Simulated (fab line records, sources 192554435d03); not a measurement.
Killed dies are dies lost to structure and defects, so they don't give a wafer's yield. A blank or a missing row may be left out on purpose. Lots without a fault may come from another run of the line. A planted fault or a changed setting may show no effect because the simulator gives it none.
fab line records | flow n5_finfet
record lots=9 wafers=22 last_day=17
route steps=1938 shown ZERO_LAYER@14 WELL_APT@34 PMOS_HMC_CHANNEL_EPI@69 BEOL_M4@1111 PASSIVATION@1936
lots that met no fault: from a run of the same line without faults
start_h: hours from the record's first day to the start of the lot's first wafer shown | wait_h: hours since the lot's step before | " the same as in the row above | L1.1+2: a row that stands for several wafers | - no value, or no start given | * or withheld: withheld | < > ~ a bound
route shown NAME@n: a module of which the file shows steps, and the number in the route of the first | usual: mean/standard deviation of fault-free wafers | same: alike in all rows | chamber/n: place in a boat | sites: the reading at each site | _std_site: their standard deviation | _edge_site: outer sites' mean less inner sites' | radius_mm: how far each site lies from the wafer's centre | mask NAME#n: copy n | behind: the tool/chamber that last shaped the wafer | hold: why the lot was held/for how many hours/how that ended | device: the transistor (n, p or np) that didn't switch | end of line: the same wafers' tests at the end of the route | a step without rows: its recipe alone | killed: dies lost to structure and defects at the first sort, not the wafer's yield | map: a wafer's dies, x killed, . not, _ none there
set.NAME: the setting as run; set.NAME@STEP: as run at that earlier step | model.NAME: the simulator's own value behind a step, which no gauge read
steps of the route over a sample of lots; a table a step, a row a wafer
services: from which hour (start_h, from the record's first day; less than 0 if before it) a tool's chamber was out of use, for how many hours, and why
## steps
# step N5_ZERO_LAYER_DESCUM_16
# recipe chemistry=O2 time_s=7.9 source_power_w=50 bias_power_w=20 pressure_mtorr=20 rf_frequency_hz=2.712e+07 temp_c=40 o2_flow_sccm=225
# usual bias_power_w=19.99/0.064 drypump_motor_current_A=5.9/0.52 oes_product_au=0.80/0.077 rf_vpp_V=243.7/1.2 showerhead_plenum_p_Torr=2.12/0.065 temp_c=40.00/0.11 throttle_valve_pct=20.41/0.23
# columns lot.wafer tool chamber start_h wait_h bias_power_w drypump_motor_current_A oes_product_au rf_hours_counter_h rf_vpp_V showerhead_plenum_p_Torr temp_c throttle_valve_pct
L419.1 rie_diel-05 1 12.80 0.0 20.05 5.8 0.78 103 242.1 2.02 40.05 20.63
L419.2 " 3 " " 19.99 6.3 0.87 47 244.6 2.12 40.13 20.68
L421.1 rie_diel-05 1 24.88 0.2 19.98 5.8 0.78 107 242.1 2.02 40.07 20.64
L421.3 " 0 " " 19.89 5.7 0.85 55 246.1 2.22 39.99 20.06
L422.2 rie_diel-04 3 30.84 0.0 19.98 5.4 0.70 200 243.8 2.15 40.09 20.22
L422.3 " 0 " " 20.01 6.5 0.74 186 242.7 2.16 39.75 20.46
L422.6 " 3 " " 19.97 5.4 0.71 - 243.5 2.15 39.94 20.22
L426.3 rie_diel-04 0 55.03 0.3 19.96 6.5 0.73 193 243.9 2.15 40.05 20.44
L426.4 " 1 " " 19.95 5.6 0.82 78 243.6 2.13 39.92 20.43
L426.5 " 1 " " 19.99 5.6 0.82 - 242.9 2.13 40.09 20.44
L433.1 rie_diel-01 1 96.68 0.0 19.81 5.5 0.92 44 244.0 2.14 40.18 19.99
L433.5 " 2 " " 19.98 5.3 0.68 - 243.5 2.05 39.98 20.66
L433.6 " 1 " " 19.88 5.5 0.91 - 243.9 2.14 40.04 20.01
L435.2 rie_diel-04 3 108.80 0.0 20.01 5.3 0.69 222 243.9 2.14 40.06 20.26
L435.5 " 2 " " 20.06 6.4 0.76 - 242.7 2.00 39.88 20.66
L435.6 " 1 " " 20.08 5.6 0.80 - 244.4 2.13 40.01 20.45
L437.3 rie_diel-04 3 121.07 0.3 19.88 5.4 0.69 225 243.0 2.14 39.96 20.28
L437.4 " 1 " " 20.02 5.6 0.80 96 244.0 2.13 40.11 20.46
L439.2 rie_diel-04 3 132.80 0.0 20.00 5.4 0.68 228 243.8 2.14 40.06 20.26
L439.5 " 2 " " 19.97 6.4 0.76 - 241.8 2.00 40.02 20.68
L441.3 rie_diel-05 1 144.68 0.0 19.96 5.7 0.75 142 242.5 2.01 39.80 20.69
L441.6 " 0 " " 20.06 5.7 0.80 - 244.3 2.20 40.03 20.13
# step N5_WELL_APT_STRIP_16
# recipe chemistry=SPM time_s=900 temp_c=130 h2so4_h2o2_vol_ratio=4 dry=ipa_marangoni
# usual temp_c=130.01/0.14
# columns lot.wafer tool chamber start_h wait_h temp_c
L419.1 wet_bench-03 5 14.34 0.2 129.97
L419.2 " 1 " " 129.91
L421.1 wet_bench-03 0 26.33 0.2 130.06
L421.3 " 2 " " 130.16
L422.2 wet_bench-03 5 32.56 0.1 129.91
L422.3 " 0 " " 129.90
L422.6 " 1 " " 130.19
L426.3 wet_bench-03 3 56.48 0.1 130.01
L426.4 " 5 " " 129.93
L426.5 " 0 " " 130.02
L433.1 wet_bench-01 0 98.16 0.2 129.83
L433.5 " 2 " " 130.08
L433.6 " 1 " " 129.99
L435.2 wet_bench-06 3 110.38 0.1 129.87
L435.5 " 7 " " 129.92
L435.6 " 2 " " 130.04
L437.3 wet_bench-03 1 122.67 0.1 129.79
L437.4 " 5 " " 129.76
L439.2 wet_bench-03 4 134.38 0.1 129.79
L439.5 " 0 " " 130.06
L441.3 wet_bench-06 7 146.28 0.1 130.13
L441.6 " 0 " " 130.17
# step N5_WELL_APT_INSPECT_27
# recipe mode=adi inspect_instrument=macro
# usual raw_defect_count=2.1/1.4
# columns lot.wafer tool chamber start_h wait_h raw_defect_count
L419.1 defect_inspect-01 - 15.07 0.0 2
L419.2 " - " " 3
L421.1 defect_inspect-02 - 26.93 0.0 2
L421.3 " - " " 1
L422.2 defect_inspect-01 - 33.29 0.0 1
L422.3 " - " " >300
L422.6 " - " " 1
L426.3 defect_inspect-02 - 57.09 0.0 4
L426.4 " - " " 3
L426.5 " - " " >300
L433.1 defect_inspect-01 - 98.91 0.0 3
L433.5 " - " " 1
L433.6 " - " " 3
L435.2 defect_inspect-02 - 111.00 0.0 1
L435.5 " - " " 1
L435.6 " - " " 3
L437.3 defect_inspect-01 - 123.40 0.0 6
L437.4 " - " " 2
L439.2 defect_inspect-02 - 134.98 0.0 2
L439.5 " - " " 2
L441.3 defect_inspect-02 - 146.88 0.0 1
L441.6 " - " " 3
# step N5_WELL_APT_RTA_34
# recipe temp_c=1000 time_s=10 ambient=N2 idle_temp_c=600 ramp_up_c_per_s=150 ramp_down_c_per_s=60 cool_to_c=600
# usual lamp_power_pct=13.00/0.052 wafer_temp_C_max=1003.4/1
# columns lot.wafer tool chamber start_h wait_h lamp_power_pct wafer_temp_C_max
L419.1 rtp_anneal-02 0 16.03 0.0 12.98 1004.5
L419.2 " 0 " " 12.98 1005.1
L421.1 rtp_anneal-02 0 27.75 0.0 13.00 1005.4
L421.3 " 0 " " 12.98 1003.9
L422.2 rtp_anneal-01 0 34.11 0.0 13.05 1004.7
L422.3 " 0 " " 12.85 1003.5
L422.6 " 0 " " 13.04 1003.8
L426.3 rtp_anneal-01 0 58.08 0.2 12.96 1002.7
L426.4 " 0 " " 12.99 1001.2
L426.5 " 0 " " 12.91 1004.2
L433.1 rtp_anneal-02 0 99.79 0.1 13.00 1002.4
L433.5 " 0 " " 12.95 1003.8
L433.6 " 0 " " 12.93 1004.2
L435.2 rtp_anneal-02 0 111.82 0.0 12.94 1003.7
L435.5 " 0 " " 13.03 1004.1
L435.6 " 0 " " 13.09 1003.4
L437.3 rtp_anneal-01 0 124.23 0.1 12.90 1002.6
L437.4 " 0 " " 12.93 1002.2
L439.2 rtp_anneal-01 0 135.98 0.1 12.97 1002.9
L439.5 " 0 " " 12.96 1002.7
L441.3 rtp_anneal-02 0 147.72 0.1 13.00 1001.8
L441.6 " 0 " " 12.91 1003.3
# step N5_WELL_APT_INSPECT_38
# recipe inspect_instrument=darkfield mode=post_epi
# usual raw_defect_count=12/4.8
# columns lot.wafer tool chamber start_h wait_h raw_defect_count
L419.1 defect_inspect-02 - 16.91 0.5 8
L419.2 " - " " 9
L421.1 defect_inspect-01 - 28.62 0.5 8
L421.3 " - " " 13
L422.2 defect_inspect-01 - 34.98 0.4 11
L422.3 " - " " 408
L422.6 " - " " 20
L426.3 defect_inspect-01 - 58.92 0.3 14
L426.4 " - " " 13
L426.5 " - " " 393
L433.1 defect_inspect-02 - 100.67 0.5 9
L433.5 " - " " 17
L433.6 " - " " 7
L435.2 defect_inspect-01 - 112.68 0.4 3
L435.5 " - " " 12
L435.6 " - " " 8
L437.3 defect_inspect-01 - 125.28 0.4 8
L437.4 " - " " 26
L439.2 defect_inspect-02 - 136.83 0.4 9
L439.5 " - " " 12
L441.3 defect_inspect-01 - 148.56 0.3 6
L441.6 " - " " 15
# step N5_PMOS_HMC_CHANNEL_EPI_ETCH_32
# recipe chemistry=N2/H2 target=BARC stop_on=SiO2 target_depth_a=858 over_etch_frac=0.3 time_s=50.3 ion_energy_ev=200 mask_material=CAR-ArF-block pressure_mtorr=30 source_w=840 bias_w=150 n2_flow_sccm=200 h2_flow_sccm=200
# usual drypump_motor_current_A=5.8/0.55 n2_flow_sccm=200.0/0.66 oes_product_au=0.69/0.063 rf_vpp_V=525.0/2.2 showerhead_plenum_p_Torr=2.59/0.082 throttle_valve_pct=17.87/0.24
# columns lot.wafer tool chamber start_h wait_h drypump_motor_current_A n2_flow_sccm oes_product_au rf_hours_counter_h rf_vpp_V showerhead_plenum_p_Torr throttle_valve_pct
L419.1 rie_diel-05 1 17.35 0.0 5.8 199.8 0.68 104 520.8 2.46 18.09
L419.2 " 0 " " 5.7 199.8 0.73 52 528.1 2.70 17.53
L421.1 rie_diel-04 2 29.19 0.0 6.5 200.7 0.67 92 521.1 2.46 18.12
L421.3 " 1 " " 5.6 198.3 0.71 70 525.0 2.59 17.99
L422.2 rie_diel-04 1 35.55 0.0 5.6 199.6 0.70 72 524.9 2.59 17.98
L422.3 " 0 " " 6.5 201.3 0.63 188 526.3 2.65 18.10
L422.6 " 1 " " 5.6 200.0 0.70 - 525.3 2.59 17.96
L426.3 rie_diel-01 2 59.36 0.0 5.4 199.9 0.59 235 522.0 2.50 18.07
L426.4 " 0 " " 6.7 200.2 0.80 16 528.7 2.73 17.77
L426.5 " 2 " " 5.4 199.9 0.58 - 523.6 2.50 18.07
L433.1 rie_diel-05 0 101.25 0.0 5.7 199.9 0.70 77 527.2 2.68 17.58
L433.5 " 3 " " 6.3 200.8 0.72 - 524.7 2.56 18.17
L433.6 " 2 " " 5.2 200.3 0.64 - 523.2 2.55 17.78
L435.2 rie_diel-04 2 113.25 0.0 6.4 200.3 0.65 115 522.5 2.45 18.14
L435.5 " 1 " " 5.6 199.7 0.68 - 526.4 2.58 18.02
L435.6 " 0 " " 6.5 200.4 0.61 - 526.5 2.64 18.14
L437.3 rie_diel-01 1 125.88 0.0 5.5 200.2 0.75 - 524.3 2.59 17.47
L437.4 " 0 " " 6.7 199.5 0.75 - 528.2 2.72 17.82
L439.2 rie_diel-05 0 137.40 0.0 5.7 199.6 0.69 89 526.4 2.68 17.59
L439.5 " 0 " " 5.7 199.4 0.68 - 526.6 2.68 17.60
L441.3 rie_diel-01 1 149.14 0.0 5.5 199.4 0.73 64 525.2 2.59 17.50
L441.6 " 1 " " 5.5 199.6 0.74 - 526.2 2.59 17.49
# step N5_BEOL_M4_RC_MEAS_101
# usual DIBL_N=36.3/1.6 DIBL_P=36.2/2 IOFF_N=0.160/0.028 IOFF_P=0.21/0.036 ION_N=677/11 ION_P=465/6.9 SS_N=71.5/0.55 SS_P=73.3/0.64 VT_N=250/3 VT_P=-250/3.5
# columns lot.wafer tool chamber start_h wait_h DIBL_N[mV/V] DIBL_P[mV/V] IOFF_N[nA/um] IOFF_P[nA/um] ION_N[uA/um] ION_P[uA/um] SS_N[mV/dec] SS_P[mV/dec] VT_N[mV] VT_P[mV]
L419.1 prober-01 0 164.88 0.0 40.7 40.5 0.246 0.30 688 472 71.9 73.7 243 -246
L419.2 " 0 " " 39.1 38.7 0.186 0.25 671 466 72.2 74.2 247 -248
L421.1 prober-01 0 172.22 0.0 32.7 32.0 0.112 0.15 668 454 70.4 72.0 253 -257
L421.3 " 0 " " 35.3 35.6 0.149 0.19 671 462 71.5 72.9 249 -253
L422.2 prober-01 0 193.52 0.2 37.0 35.5 0.146 0.23 678 464 71.7 72.9 249 -247
L422.3 " 0 " " 38.2 37.4 0.175 0.26 678 474 71.3 73.4 247 -245
L422.6 " 0 " " 39.1 37.2 0.185 0.27 683 467 72.3 73.3 247 -243
L426.3 prober-01 0 209.69 0.3 37.7 40.4 0.219 0.27 702 478 71.6 74.7 243 -248
L426.4 " 0 " " 35.0 36.8 0.160 0.20 675 459 71.2 72.7 250 -252
L426.5 " 0 " " 34.8 36.5 0.154 0.20 683 464 70.9 73.0 248 -249
L433.1 prober-01 0 245.65 0.0 37.1 37.1 0.172 0.22 685 467 71.9 73.7 251 -254
L433.5 " 0 " " 36.4 36.7 0.171 0.21 678 462 72.1 73.8 249 -251
L433.6 " 0 " " 37.3 37.1 0.188 0.21 676 463 71.7 73.6 249 -252
L435.2 prober-01 0 277.53 0.2 35.6 35.3 0.145 0.19 679 464 71.6 72.9 250 -253
L435.5 " 0 " " 36.2 35.9 0.151 0.20 674 459 71.7 73.0 250 -252
L435.6 " 0 " " 33.8 34.1 0.119 0.16 669 461 70.7 71.9 253 -253
L437.3 prober-01 0 280.76 0.3 36.1 36.7 0.142 0.19 666 457 71.4 73.5 254 -251
L437.4 " 0 " " 34.9 35.5 0.133 0.18 673 463 71.2 72.8 252 -251
L439.2 prober-01 0 300.23 0.2 33.4 31.5 0.118 0.16 669 455 71.0 72.4 252 -255
L439.5 " 0 " " 32.2 30.3 0.107 0.15 668 461 69.9 72.7 255 -254
L441.3 prober-01 0 306.05 0.3 36.7 35.4 0.172 0.21 682 463 71.5 73.3 247 -250
L441.6 " 0 " " 35.5 34.4 0.151 0.20 684 465 71.0 73.7 246 -248
# step N5_PASSIVATION_PROBE_49
# usual defect_limited_yield=91.2/1.5 killed_at_M0_to_M3=36/10 killed_at_M4_up=13/6 killed_at_contacts=11/5.2 killed_at_front_end=40/11 killed_at_other=3.1/2.9 killed_dies=104/17 killed_on_rim=14/3.6 killed_open=66/12 killed_short=34/7.7 sort_bin_5_function=5.1/0.91 sort_bin_6_memory=3.2/0.67 sort_n_pass=1076/17 sort_yield_pct=91.2/1.5
# same gross_dies=1180 killed_at_back_side=0 sort_bin_4_leakage[%]=0 sort_bin_8_speed[%]=0
# columns lot.wafer tool chamber start_h wait_h defect_limited_yield[%] killed_at_M0_to_M3 killed_at_M4_up killed_at_contacts killed_at_front_end killed_at_other killed_dies killed_on_rim killed_open killed_short sort_bin_5_function[%] sort_bin_6_memory[%] sort_n_pass sort_yield_pct[%]
L422.2 prober-02 - 299.51 0.1 92.4 23 17 16 28 6 90 14 51 34 4.5 3.0 1090 92.4
L422.3 prober-02 - 299.56 0.1 83.6 32 21 10 129 1 193 20 60 31 11.1 3.1 987 83.6
L422.6 prober-02 - 299.71 0.3 90.9 34 22 18 30 3 107 14 73 32 5.3 3.7 1073 90.9
L426.3 prober-01 - 310.75 0.1 89.7 35 11 21 50 5 122 15 77 42 5.6 4.2 1058 89.7
L426.4 prober-01 - 310.80 0.2 91.9 43 7 16 26 4 96 12 60 34 4.8 3.0 1084 91.9
L426.5 prober-01 - 310.85 0.2 82.5 28 11 17 147 4 207 26 59 20 10.4 4.1 973 82.5
L435.2 prober-01 - 380.20 0.1 90.8 36 8 17 46 1 108 13 65 42 5.4 3.6 1072 90.8
L435.5 prober-01 - 380.35 0.2 91.9 36 8 9 42 1 96 17 69 25 4.7 3.1 1084 91.9
L435.6 prober-01 - 380.40 0.3 90.5 31 7 17 56 1 112 17 70 33 4.6 3.9 1068 90.5
# killed by level:class
L422.2 FIN_SAQP:geometric_particle:open=11 MOL_CONTACT_COAG:geometric_particle:open=8 MOL_CONTACT_COAG:geometric_particle:short=7 BEOL_M4:geometric_particle:open=7 BEOL_M3:geometric_particle:open=6 FIN_SAQP:geometric_particle:short=4 BEOL_M0_SAQP:geometric_particle:short=4 STARTING-WAFER:geometric_particle:open=4
L422.3 WELL_APT:unspecified=99 FIN_SAQP:geometric_particle:short=9 FIN_SAQP:geometric_particle:open=9 MOL_CONTACT_COAG:geometric_particle:open=9 BEOL_M0_SAQP:geometric_particle:open=9 BEOL_M0_SAQP:geometric_particle:short=8 BEOL_M1:geometric_particle:open=8 BEOL_M4:geometric_particle:open=5
L422.6 MOL_CONTACT_COAG:geometric_particle:open=15 FIN_SAQP:geometric_particle:open=9 BEOL_M4:geometric_particle:open=7 BEOL_M0_SAQP:geometric_particle:short=6 BEOL_M1:geometric_particle:open=6 BEOL_M3:geometric_particle:open=6 BEOL_M0_SAQP:geometric_particle:open=5 BEOL_M4:geometric_particle:short=4
L426.3 FIN_SAQP:geometric_particle:short=25 MOL_CONTACT_COAG:geometric_particle:open=15 BEOL_M1:geometric_particle:open=12 FIN_SAQP:geometric_particle:open=7 STI_FIN_REVEAL:geometric_particle:open=7 BEOL_M3:geometric_particle:open=6 BEOL_M2:geometric_particle:open=5 MOL_CONTACT_COAG:geometric_particle:short=5
L426.4 MOL_CONTACT_COAG:geometric_particle:open=13 BEOL_M0_SAQP:geometric_particle:short=12 BEOL_M0_SAQP:geometric_particle:open=12 GATE_CUT:geometric_particle:open=7 BEOL_M3:geometric_particle:open=7 BEOL_M1:geometric_particle:short=5 FIN_SAQP:geometric_particle:open=4 DUMMY_GATE:geometric_particle:open=3
L426.5 WELL_APT:unspecified=113 MOL_CONTACT_COAG:geometric_particle:open=14 HKMG_FIN:area_etch=12 BEOL_M1:geometric_particle:open=7 BEOL_M3:geometric_particle:open=6 STI_FIN_REVEAL:geometric_particle:open=5 BEOL_M0_SAQP:geometric_particle:open=5 FIN_SAQP:geometric_particle:short=4
L435.2 MOL_CONTACT_COAG:geometric_particle:open=11 BEOL_M0_SAQP:geometric_particle:short=11 DUMMY_GATE:geometric_particle:open=10 FIN_SAQP:geometric_particle:short=9 GATE_CUT:geometric_particle:short=9 BEOL_M0_SAQP:geometric_particle:open=8 FIN_SAQP:geometric_particle:open=6 GATE_CUT:geometric_particle:open=6
L435.5 FIN_SAQP:geometric_particle:open=10 BEOL_M0_SAQP:geometric_particle:open=9 BEOL_M2:geometric_particle:open=9 MOL_CONTACT_COAG:geometric_particle:open=8 FIN_SAQP:geometric_particle:short=6 STI_FIN_REVEAL:geometric_particle:open=6 BEOL_M0:geometric_particle:open=5 STARTING-WAFER:geometric_particle:open=4
L435.6 MOL_CONTACT_COAG:geometric_particle:open=17 FIN_SAQP:geometric_particle:open=10 BEOL_M3:geometric_particle:open=10 STI_FIN_REVEAL:geometric_particle:open=8 GATE_CUT:geometric_particle:short=8 HKMG_FIN:area_etch=8 BEOL_M2:geometric_particle:open=7 GATE_CUT:geometric_particle:open=6
## services
# columns tool chamber start_h hours kind
rie_diel-04 2 -0.94 5.7 repair
rie_diel-01 - 0.57 2.8 pm
rie_diel-01 0 5.88 2.0 repair
wet_bench-01 - 18.71 2.2 repair
wet_bench-06 - 82.61 3.9 repair
rie_diel-05 1 95.99 7.9 repair
rtp_anneal-01 - 98.07 3.4 pm
rie_diel-01 2 104.60 - clean
rie_diel-01 2 104.60 - consumable_replace:focus_ring
rie_diel-01 2 104.60 26.7 scheduled_down
rie_diel-01 2 104.60 26.7 vent_cycle
rie_diel-01 3 108.65 45.3 repair
rie_diel-05 0 121.56 1.7 repair
## key
first_sign step=N5_WELL_APT_INSPECT_27 reading=raw_defect_count direction=up sigmas=99+ usual=2.1 struck=>300
effect step=N5_WELL_APT_INSPECT_38 reading=raw_defect_count direction=up sigmas=81 usual=12 struck=400
effect step=N5_PASSIVATION_PROBE_49 reading=killed_at_front_end direction=up sigmas=8.9 usual=40 struck=138
more_kills_born_at N5_WELL_APT_STRIP_16@wet_bench-03=212
met_at N5_WELL_APT_STRIP_16
struck_lots L422,L426
struck_wafers L422.3,L426.5
baseline_loss step=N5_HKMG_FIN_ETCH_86 wafers=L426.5
not_acting_at N5_ZERO_LAYER_DESCUM_16,N5_WELL_APT_RTA_34,N5_PMOS_HMC_CHANNEL_EPI_ETCH_32
onset_between 26.33 32.56
fault kind=chamber_particle_source tool=wet_bench-03 chamber=0 onset_h=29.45 steps=N5_WELL_APT_STRIP_16 rate_per_visit_cm2=0.59007 end_h=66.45
# baseline_loss: these wafers lose ten dies or more at that step, a loss of the line's own and not of a fault; the sort's usual values leave them out
